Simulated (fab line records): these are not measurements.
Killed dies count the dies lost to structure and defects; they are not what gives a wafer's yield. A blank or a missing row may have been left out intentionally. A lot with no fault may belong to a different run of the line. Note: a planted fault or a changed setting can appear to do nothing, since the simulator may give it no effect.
fab line records	flow nandHarc
[record] lots = 12	wafers = 36	lastDay = 24
route steps=1159 shown HYBRID_BOND@1099 THIN_TSV@1119 END@1159
lots that met no fault: taken from a fault-free run of the same line
startH: start of the lot's first displayed wafer, in hours after the record's first day	waitH: hours from the lot's prior step to this one	" unchanged from the row above	L1.1+2: a row that stands for several wafers	- no value, or no start was given	* or withheld: withheld	< > ~ a bound
route shown NAME@n: names a module that has steps shown in the file, with the first one's number in the route	usual: mean/standard deviation of fault-free wafers	same: alike in all rows	chamber/n: place in a boat	sites: the reading at each site	_std_site: standard deviation of those values	_edge_site: the outer-site mean with the inner-site mean subtracted	radiusMm: how far each site lies from the wafer's centre	mask NAME#n: copy n	behind: the tool/chamber that last shaped the wafer	hold: why the lot went on hold/how many hours it stayed there/how the hold came to an end	device: names the non-switching transistor (n, p or np)	end of line: tests of these same wafers at the route's end	where a step has no rows: the recipe by itself	killed: dies that structure and defects cost at the first sort, which is not the same as the wafer's yield	map: dies across one wafer; x = killed, . = not, _ = none there
set.NAME: the run value of the setting; set.NAME@STEP: its run value at that earlier step	model.NAME: the simulator's own value behind a step, which no gauge read
a sample of lots followed through the steps of the route, with each step as a table and each wafer as a row
services: from which hour (startH, from the record's first day; less than 0 if before it) a tool's chamber was out of use, for how many hours, and why
[[steps]]
[step NHARC_HYBRID_BOND_OVL_MEAS_05]
[usual] overlayXNm = -1/34	overlayYNm = -3/31
lot.wafer	tool	chamber	startH	waitH	overlayXNm	overlayYNm
L873.2	overlay-01	-	437.69	0.4	-1	-18
L873.3	"	-	"	"	-27	-3
L873.5	"	-	"	"	27	-43
L876.2	overlay-02	-	437.69	0.4	-23	-33
L876.3	"	-	"	"	-78	-34
L876.4	"	-	"	"	-16	22
L875.1	overlay-02	-	437.71	0.4	50	44
L875.2	"	-	"	"	7	-51
L875.6	"	-	"	"	-53	-1
L879.1	overlay-02	-	462.77	0.4	10	13
L879.2	"	-	"	"	-26	25
L879.6	"	-	"	"	35	-6
L880.2	overlay-01	-	462.77	0.4	-59	67
L880.3	"	-	"	"	-20	6
L880.5	"	-	"	"	17	10
L878.2	overlay-02	-	471.64	0.4	-20	-24
L878.3	"	-	"	"	30	5
L878.4	"	-	"	"	86	0
L883.1	overlay-02	-	477.70	0.4	-5	41
L883.2	"	-	"	"	9	-31
L883.6	"	-	"	"	-41	10
L884.2	overlay-01	-	486.53	0.4	-62	-37
L884.3	"	-	"	"	18	19
L884.5	"	-	"	"	-9	-21
L887.4	overlay-01	-	486.54	0.4	47	-33
L887.5	"	-	"	"	-46	7
L887.6	"	-	"	"	28	-15
L893.2	overlay-01	-	548.65	0.4	13	-4
L893.3	"	-	"	"	0	10
L893.6	"	-	"	"	-38	-26
L896.1	overlay-02	-	557.14	0.4	-4	-80
L896.2	"	-	"	"	19	-58
L896.4	"	-	"	"	27	-10
L895.2	overlay-01	-	557.15	0.4	24	-27
L895.3	"	-	"	"	23	12
L895.6	"	-	"	"	71	27
[step NHARC_THIN_TSV_ETCH_44]
[recipe] targetDepthA = 15942	timeS = 797.1	cf4FlowSccm = 150	o2FlowSccm = 10	arFlowSccm = 0	rfW = 300	biasW = 800	chemistry = CF4/O2
[usual] drypumpMotorCurrentA = 5.8/0.49	oesProductAu = 1.000/0.0071	rfFwdPowerW = 299.7/0.86	rfVppV = 795/4	showerheadPlenumPTorr = 1.84/0.063	throttleValvePct = 16.914/0.0086
lot.wafer	tool	chamber	startH	waitH	drypumpMotorCurrentA	oesProductAu	rfFwdPowerW	rfHoursCounterH	rfVppV	showerheadPlenumPTorr	throttleValvePct
L876.3	rieDiel-07	1	440.78	0.2	5.6	1.006	298.5	2	802	1.96	16.927
L876.2	"	2	"	"	6.1	1.012	298.9	2	796	1.87	16.915
L876.4	"	1	"	"	5.6	1.003	299.5	-	802	1.96	16.921
L873.3	rieDiel-06	3	442.03	0.1	5.3	0.999	299.7	1	793	1.82	16.897
L873.2	"	1	"	"	5.4	0.995	299.7	1	794	1.82	16.911
L873.5	"	2	"	"	6.4	0.998	299.3	-	799	1.91	16.920
L875.1	rieDiel-06	3	444.31	0.1	5.3	1.002	302.0	2	793	1.82	16.907
L875.2	"	2	"	"	6.4	0.997	301.1	2	798	1.91	16.907
L875.6	"	3	"	"	5.3	0.996	300.4	-	794	1.82	16.923
L880.2	rieDiel-07	0	465.81	0.1	4.8	1.004	301.2	2	791	1.77	16.903
L880.3	"	2	"	"	6.0	1.005	300.2	5	797	1.87	16.905
L880.5	"	3	"	"	5.7	0.983	300.2	-	796	1.85	16.912
L879.2	rieDiel-06	0	467.03	0.1	5.9	0.992	300.1	3	789	1.74	16.912
L879.1	"	1	"	"	5.4	1.000	298.7	3	794	1.82	16.916
L879.6	"	3	"	"	5.3	1.016	301.3	-	793	1.82	16.911
L878.2	rieDiel-11	1	474.50	0.1	6.5	1.015	299.1	10	795	1.85	16.914
L878.4	"	2	"	"	6.0	0.998	298.0	11	800	1.92	16.912
L878.3	"	0	"	"	6.4	0.999	301.3	12	791	1.76	16.917
L883.2	rieDiel-07	3	480.56	0.1	5.7	1.000	299.2	6	796	1.85	16.916
L883.1	"	0	"	"	4.8	1.003	299.8	3	791	1.77	16.927
L883.6	"	3	"	"	5.8	0.988	300.2	-	796	1.85	16.903
L884.3	rieDiel-11	2	489.62	0.2	6.0	0.998	298.4	13	801	1.92	16.916
L884.2	"	3	"	"	5.4	0.987	300.4	13	792	1.79	16.918
L884.5	"	0	"	"	6.4	0.996	299.6	-	789	1.76	16.902
L887.4	rieDiel-11	1	490.90	0.2	6.6	1.011	300.0	12	794	1.85	16.932
L887.6	"	2	"	"	6.0	0.998	301.3	-	800	1.92	16.918
L887.5	"	3	"	"	5.3	0.987	299.6	-	792	1.79	16.924
L893.3	rieDiel-06	1	551.64	0.1	5.4	0.988	300.1	8	795	1.82	16.914
L893.2	"	0	"	"	5.9	1.084	335.3	9	788	1.74	16.908
L893.6	"	1	"	"	5.4	0.979	299.5	-	794	1.82	16.911
L896.2	rieDiel-11	0	560.15	0.1	6.4	1.009	299.4	2	791	1.76	16.910
L896.1	"	1	"	"	6.6	1.002	300.1	2	794	1.85	16.896
L896.4	"	3	"	"	5.4	1.005	298.8	2	791	1.78	16.918
L895.2	rieDiel-07	2	562.57	0.1	6.1	1.005	298.1	11	795	1.87	16.908
L895.3	"	0	"	"	4.9	1.005	300.8	9	789	1.77	16.915
L895.6	"	2	"	"	6.1	0.998	299.3	-	796	1.87	16.927
[step NHARC_THIN_TSV_STRIP_62]
[recipe] powerW = 1500	tempC = 250	timeS = 20	chemistry = N2/H2
[usual] drypumpMotorCurrentA = 5.6/0.59	heaterPowerW = 312/12
lot.wafer	tool	chamber	startH	waitH	drypumpMotorCurrentA	heaterPowerW	rfHoursCounterH
L876.2	plasmaAsher-02	0	443.40	-	4.9	298	25
L876.4	"	0	"	"	4.9	298	-
L876.3	"	1	"	"	6.1	324	-
L873.2	plasmaAsher-01	0	444.44	-	5.2	340	56
L873.3	"	1	"	"	6.3	301	-
L873.5	"	0	"	"	5.2	332	-
L875.1	plasmaAsher-01	0	446.95	-	5.2	342	58
L875.2	"	1	"	"	6.3	294	58
L875.6	"	1	"	"	6.3	293	-
L880.2	plasmaAsher-01	0	468.12	-	5.2	326	1
L880.3	"	0	"	"	5.2	316	-
L880.5	"	0	"	"	5.3	322	-
L879.2	plasmaAsher-01	0	469.38	-	5.2	323	2
L879.1	"	1	"	"	6.3	302	2
L879.6	"	0	"	"	5.2	324	-
L878.2	plasmaAsher-01	0	477.36	-	5.2	313	5
L878.4	"	1	"	"	6.3	312	-
L878.3	"	0	"	"	5.2	315	-
L883.2	plasmaAsher-02	1	483.03	-	6.1	317	41
L883.1	"	0	"	"	4.9	299	41
L883.6	"	0	"	"	4.8	292	-
L884.2	plasmaAsher-02	0	491.87	-	4.9	296	43
L884.3	"	0	"	"	4.9	300	-
L884.5	"	1	"	"	6.1	315	-
L887.4	plasmaAsher-01	1	493.17	-	6.3	305	-
L887.6	"	0	"	"	5.3	319	-
L887.5	"	1	"	"	6.3	300	-
L893.2	plasmaAsher-01	0	554.03	-	5.2	321	34
L893.3	"	0	"	"	5.2	327	-
L893.6	"	0	"	"	5.3	330	-
L896.2	plasmaAsher-02	0	562.52	-	4.8	299	6
L896.1	"	1	"	"	6.1	318	6
L896.4	"	1	"	"	6.1	317	-
L895.2	plasmaAsher-02	0	564.90	-	4.8	305	7
L895.3	"	0	"	"	4.9	296	-
L895.6	"	0	"	"	4.9	294	-
[step NHARC_THIN_TSV_PRE_CLEAN_50]
[recipe] timeS = 30	tempC = 280	gas = H2/He
[usual] heaterPowerW = 427/50
lot.wafer	tool	chamber	startH	waitH	heaterPowerW
L876.4	pvdSputter-01	-	-	-	440
L876.3	"	-	"	"	441
L876.2	"	-	"	"	444
L873.3	pvdSputter-01	-	-	-	476
L873.2	"	-	"	"	449
L873.5	"	-	"	"	430
L875.2	pvdSputter-01	-	-	-	446
L875.1	"	-	"	"	434
L875.6	"	-	"	"	451
L880.2	pvdSputter-03	-	-	-	396
L880.3	"	-	"	"	469
L880.5	"	-	"	"	382
L879.2	pvdSputter-01	-	-	-	434
L879.1	"	-	"	"	464
L879.6	"	-	"	"	482
L878.3	pvdSputter-02	-	-	-	366
L878.2	"	-	"	"	408
L878.4	"	-	"	"	381
L883.1	pvdSputter-03	-	-	-	372
L883.2	"	-	"	"	378
L883.6	"	-	"	"	378
L884.3	pvdSputter-02	-	-	-	415
L884.2	"	-	"	"	523
L884.5	"	-	"	"	408
L887.4	pvdSputter-03	-	-	-	379
L887.6	"	-	"	"	466
L887.5	"	-	"	"	376
L893.3	pvdSputter-02	-	-	-	412
L893.2	"	-	"	"	369
L893.6	"	-	"	"	510
L896.4	pvdSputter-02	-	-	-	360
L896.2	"	-	"	"	408
L896.1	"	-	"	"	378
L895.2	pvdSputter-01	-	-	-	505
L895.3	"	-	"	"	433
L895.6	"	-	"	"	468
[step NHARC_END_SORT_01]
[recipe] tempC = 25
[usual] defectLimitedYield = 95.0/1.7	killedAtArray = 29/12	killedAtOther = 0.7/1	killedAtPeriphery = 4/3.2	killedDies = 34/12	killedOpen = 3.4/2	killedShort = 1.8/1.3	sort_bin_2_pct = 1.6/0.7	sort_bin_3_pct = 0.26/0.23	sort_bin_4_pct = 3.1/1.1	sortNPass = 643/12	sortRimYieldPct = 96.4/2.6	sortYieldPct = 95.0/1.7
[same] grossDies = 677	sort_bin_5_pct[%] = 0	sort_bin_6_pct[%] = 0	sort_bin_7_pct[%] = 0	sort_bin_8_pct[%] = 0	sortRimNGross = 106.00
lot.wafer	tool	chamber	startH	waitH	defectLimitedYield[%]	killedAtArray	killedAtOther	killedAtPeriphery	killedDies	killedOpen	killedShort	sort_bin_2_pct[%]	sort_bin_3_pct[%]	sort_bin_4_pct[%]	sortNPass	sortRimYieldPct[%]	sortYieldPct[%]
L873.2	prober-01	0	464.18	2.8	97.9	8	0	6	14	1	0	0.9	0	1.2	663	97.2	97.9
L873.3	prober-01	0	464.98	3.1	97.9	10	0	4	14	0	2	0.7	0.15	1.2	663	98.1	97.9
L873.5	prober-01	0	466.57	3.7	97.2	13	0	6	19	5	3	1.5	0.15	1.2	658	98.1	97.2
L879.1	prober-02	0	480.35	2.5	94.8	32	0	3	35	2	2	2.2	0.30	2.7	642	96.2	94.8
L879.2	prober-02	0	481.13	2.8	94.1	35	0	5	40	5	2	1.6	0	4.3	637	98.1	94.1
L879.6	prober-02	0	484.26	3.9	95.3	26	0	6	32	4	2	1.2	0.44	3.1	645	94.3	95.3
L880.2	prober-01	0	482.21	2.8	96.0	25	1	1	27	4	2	1.6	0.30	2.1	650	91.5	96.0
L880.3	prober-01	0	483.00	3.1	95.6	27	1	2	30	4	4	1.6	0.30	2.5	647	97.2	95.6
L880.5	prober-01	0	484.58	3.7	96.5	21	0	3	24	7	2	1.3	0	2.2	653	99.1	96.5
L878.2	prober-01	0	490.33	2.7	97.2	13	0	6	19	5	2	1.0	0.15	1.6	658	99.1	97.2
L878.3	prober-01	0	491.12	3.1	97.2	10	0	9	19	2	4	0.9	0.30	1.6	658	97.2	97.2
L878.4	prober-01	0	491.92	3.4	97.9	9	0	5	14	2	3	1.2	0	0.9	663	100.0	97.9
L893.2	prober-02	0	566.89	2.8	92.2	52	0	1	53	1	1	2.5	0.44	4.9	624	94.3	92.2
L893.3	prober-02	0	567.70	3.1	94.4	33	1	4	38	2	0	2.8	0.30	2.5	639	91.5	94.4
L893.6	prober-02	0	570.12	4.0	94.1	39	0	1	40	1	3	1.5	0.89	3.5	637	90.6	94.1
// killed by level:class
L873.2 A_WL_FILL:chamberFilmFlake=3 P_ZERO_WELL:chamberFilmFlake=2 P_STI:chamberFilmFlake=2 P_GATE:geometricParticle:open=1 P_GATE:chamberFilmFlake=1 A_ZERO_WELL:chamberFilmFlake=1 A_CHANNEL_FILL_D1:chamberFilmFlake=1 A_STAIRCASE:chamberFilmFlake=1
L873.3 A_M1:chamberFilmFlake=3 P_ZERO_WELL:chamberFilmFlake=2 A_SGD_CUT:chamberFilmFlake=2 A_WL_FILL:chamberFilmFlake=2 P_STI:geometricParticle:short=1 A_CONTACT:geometricParticle:short=1 P_STI:chamberFilmFlake=1 A_CHANNEL_HOLE_D1:chamberFilmFlake=1
L873.5 A_CHANNEL_FILL_D1:geometricParticle:short=2 A_CONTACT:geometricParticle:open=2 P_STI:chamberFilmFlake=2 A_CHANNEL_HOLE_D1:chamberFilmFlake=2 A_M1:chamberFilmFlake=2 P_GATE:geometricParticle:short=1 P_M0:geometricParticle:open=1 A_CHANNEL_HOLE_D1:geometricParticle:open=1
L879.1 A_SLIT:chamberFilmFlake=19 A_CHANNEL_HOLE_D1:chamberFilmFlake=3 A_CONTACT:chamberFilmFlake=3 A_CONTACT:geometricParticle:open=2 P_STI:chamberFilmFlake=2 A_STAIRCASE:chamberFilmFlake=2 A_BONDPAD:chamberFilmFlake=2 P_CONTACT:geometricParticle:short=1
L879.2 A_SLIT:chamberFilmFlake=18 A_CHANNEL_HOLE_D1:chamberFilmFlake=5 P_STI:chamberFilmFlake=3 A_CONTACT:geometricParticle:open=2 A_BONDPAD:chamberFilmFlake=2 A_ONON_D1:geometricParticle:short=1 A_CHANNEL_HOLE_D1:geometricParticle:open=1 A_CHANNEL_FILL_D1:geometricParticle:short=1
L880.2 A_CHANNEL_HOLE_D1:chamberFilmFlake=13 A_ONON_D1:geometricParticle:open=2 A_STAIRCASE:chamberFilmFlake=2 A_CONTACT:chamberFilmFlake=2 A_BONDPAD:chamberFilmFlake=2 A_CHANNEL_FILL_D1:geometricParticle:open=1 A_WL_FILL:geometricParticle:short=1 A_BLC:geometricParticle:short=1
L880.3 A_CHANNEL_HOLE_D1:chamberFilmFlake=13 A_STAIRCASE:chamberFilmFlake=5 P_CONTACT:geometricParticle:short=1 P_M0:geometricParticle:open=1 A_ONON_D1:geometricParticle:short=1 A_WL_FILL:geometricParticle:short=1 A_WL_FILL:geometricParticle:open=1 A_CONTACT:geometricParticle:open=1
L879.6 A_SLIT:chamberFilmFlake=15 A_CHANNEL_HOLE_D1:chamberFilmFlake=3 P_STI:chamberFilmFlake=2 P_GATE:chamberFilmFlake=2 A_BONDPAD:chamberFilmFlake=2 P_GATE:geometricParticle:open=1 P_M1:geometricParticle:open=1 A_CHANNEL_HOLE_D1:geometricParticle:short=1
L880.5 A_CHANNEL_HOLE_D1:chamberFilmFlake=10 A_WL_FILL:chamberFilmFlake=3 A_WL_FILL:geometricParticle:short=2 A_CONTACT:geometricParticle:open=2 P_CONTACT:geometricParticle:open=1 P_M0:geometricParticle:open=1 A_SOURCE_PLATE:geometricParticle:open=1 A_ONON_D1:geometricParticle:open=1
L878.2 P_M2:chamberFilmFlake=5 A_CHANNEL_HOLE_D1:chamberFilmFlake=3 A_CONTACT:chamberFilmFlake=3 A_CONTACT:geometricParticle:open=2 A_SOURCE_PLATE:geometricParticle:open=1 A_CHANNEL_FILL_D1:geometricParticle:open=1 A_SGD_CUT:geometricParticle:short=1 A_CONTACT:geometricParticle:short=1
L878.3 P_CONTACT:chamberFilmFlake=4 P_M2:chamberFilmFlake=3 A_ONON_D1:geometricParticle:short=2 A_CHANNEL_HOLE_D1:chamberFilmFlake=2 A_STAIRCASE:chamberFilmFlake=2 P_CONTACT:geometricParticle:short=1 A_ONON_D1:geometricParticle:open=1 A_WL_FILL:geometricParticle:short=1
L878.4 P_M2:chamberFilmFlake=3 P_CONTACT:chamberFilmFlake=2 A_CHANNEL_HOLE_D1:chamberFilmFlake=2 A_SOURCE_PLATE:geometricParticle:short=1 A_ONON_D1:geometricParticle:open=1 A_CONTACT:geometricParticle:short=1 A_CONTACT:geometricParticle:open=1 A_M0:geometricParticle:short=1
L893.2 A_CHANNEL_HOLE_D1:chamberFilmFlake=23 A_SLIT:chamberFilmFlake=18 A_CONTACT:chamberFilmFlake=4 A_STAIRCASE:chamberFilmFlake=4 A_SGD_CUT:geometricParticle:open=1 A_WL_FILL:geometricParticle:short=1 P_GATE:chamberFilmFlake=1 A_CHANNEL_FILL_D1:chamberFilmFlake=1
L893.3 A_SLIT:chamberFilmFlake=18 A_CHANNEL_HOLE_D1:chamberFilmFlake=11 A_CONTACT:chamberFilmFlake=3 P_CONTACT:geometricParticle:open=2 P_GATE:chamberFilmFlake=1 P_M1:chamberFilmFlake=1 A_CHANNEL_FILL_D1:chamberFilmFlake=1 HYBRID_BOND:latent=1
L893.6 A_SLIT:chamberFilmFlake=16 A_CHANNEL_HOLE_D1:chamberFilmFlake=12 A_CONTACT:chamberFilmFlake=5 A_STAIRCASE:chamberFilmFlake=2 P_BONDPAD:geometricParticle:open=1 A_ONON_D1:geometricParticle:short=1 A_CHANNEL_FILL_D1:geometricParticle:short=1 A_SGD_CUT:geometricParticle:short=1
[[services]]
tool	chamber	startH	hours	kind
rieDiel-06	-	418.20	9.0	pm
rieDiel-07	0	432.15	26.6	repair
pvdSputter-03	-	444.97	5.4	repair
plasmaAsher-01	-	453.16	9.0	pm
plasmaAsher-01	0	453.16	9.0	ventCycle
plasmaAsher-01	1	453.16	9.0	ventCycle
pvdSputter-03	-	458.00	10.0	pm
rieDiel-11	-	458.15	0.8	repair
plasmaAsher-01	0	462.16	-	clean
plasmaAsher-01	1	462.16	-	clean
pvdSputter-01	-	472.80	9.2	repair
rieDiel-07	-	478.60	0.2	repair
rieDiel-07	2	496.16	5.7	repair
pvdSputter-02	-	499.27	7.8	repair
pvdSputter-03	-	515.57	6.9	repair
pvdSputter-02	-	519.67	3.2	repair
pvdSputter-01	-	527.17	10.0	pm
rieDiel-11	1	531.04	2.8	repair
plasmaAsher-02	-	537.17	9.0	pm
plasmaAsher-02	0	537.17	9.0	ventCycle
plasmaAsher-02	1	537.17	9.0	ventCycle
rieDiel-11	-	543.56	9.0	pm
plasmaAsher-02	0	546.17	-	clean
plasmaAsher-02	1	546.17	-	clean
[[key]]
[firstSign] step = NHARC_THIN_TSV_ETCH_44	reading = rfFwdPowerW	direction = up	sigmas = 42	usual = *	struck = *
[effect] step = NHARC_THIN_TSV_ETCH_44	reading = oesProductAu	direction = up	sigmas = 12	usual = 1.000	struck = 1.084
metAt NHARC_THIN_TSV_ETCH_44
struckLots L893
struckWafers L893.2
notActingAt NHARC_HYBRID_BOND_OVL_MEAS_05,NHARC_THIN_TSV_STRIP_62,NHARC_THIN_TSV_PRE_CLEAN_50
onsetBetween 467.03 551.64
[fault] kind = processParameterDrift	tool = rieDiel-06	chamber = 0	onsetH = 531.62	steps = NHARC_THIN_TSV_ETCH_44	channel = rfW	offset = *	shape = step	endH = 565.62	actsIn = *	stated = *
